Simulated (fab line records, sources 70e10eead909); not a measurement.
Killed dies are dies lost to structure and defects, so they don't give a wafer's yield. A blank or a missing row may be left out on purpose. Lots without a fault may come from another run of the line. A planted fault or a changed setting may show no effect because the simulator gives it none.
Chamber matching | flow nand_harc | NHARC_A_CONTACT_CMP_20 on cmp-04: 4 sister chambers
The step polishes, t overpolish 30 s, target thk 300 nm. 4 wafers are shown with their chamber, then 8 later ones without.

WAFERS WITH THEIR CHAMBER
wafer  | chamber | motor_current_A (A)
L083.3 | 3       | 12.7
L085.3 | 1       | 11.4
L085.5 | 0       | 11.3
L086.2 | 2       | 11.4

WAFERS WITHOUT THEIR CHAMBER
wafer  | motor_current_A (A)
L086.5 | 11.4
L086.6 | 11.7
L092.1 | 10.8
L092.3 | 10.9
L092.4 | 13.1
L093.1 | 11.6
L093.4 | 12.9
L093.6 | 10.6

WHICH CHAMBER EACH WENT THROUGH
wafer  | from the rows above               | in truth
L086.5 | can't be placed: 1 or 2 or 0      | 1
L086.6 | can't be placed: 1 or 2 or 0 or 3 | 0
L092.1 | can't be placed: 0 or 1 or 2      | 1
L092.3 | can't be placed: 0 or 1 or 2      | 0
L092.4 | 3                                 | 3
L093.1 | can't be placed: 1 or 2 or 0      | 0
L093.4 | 3                                 | 3
L093.6 | can't be placed: 0 or 1 or 2      | 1
Placed correctly: 2 of 8. Can't be placed from these rows: 6 (the true chamber is among the candidates in 6). Placed wrongly: 0.
How it was worked out, from the rows above alone: a wafer's distance from a chamber is the root of the sum, over the readings, of the square of ((its reading less the chamber's mean) divided by the reading's scatter). The wafer belongs to the nearest chamber; if the next one is less than 2 further off, it can't be placed. A chamber's mean is the mean of its shown wafers. The scatter: with one shown wafer a chamber, the root of the mean of the squares of how far each hidden wafer lies from its nearest shown one.
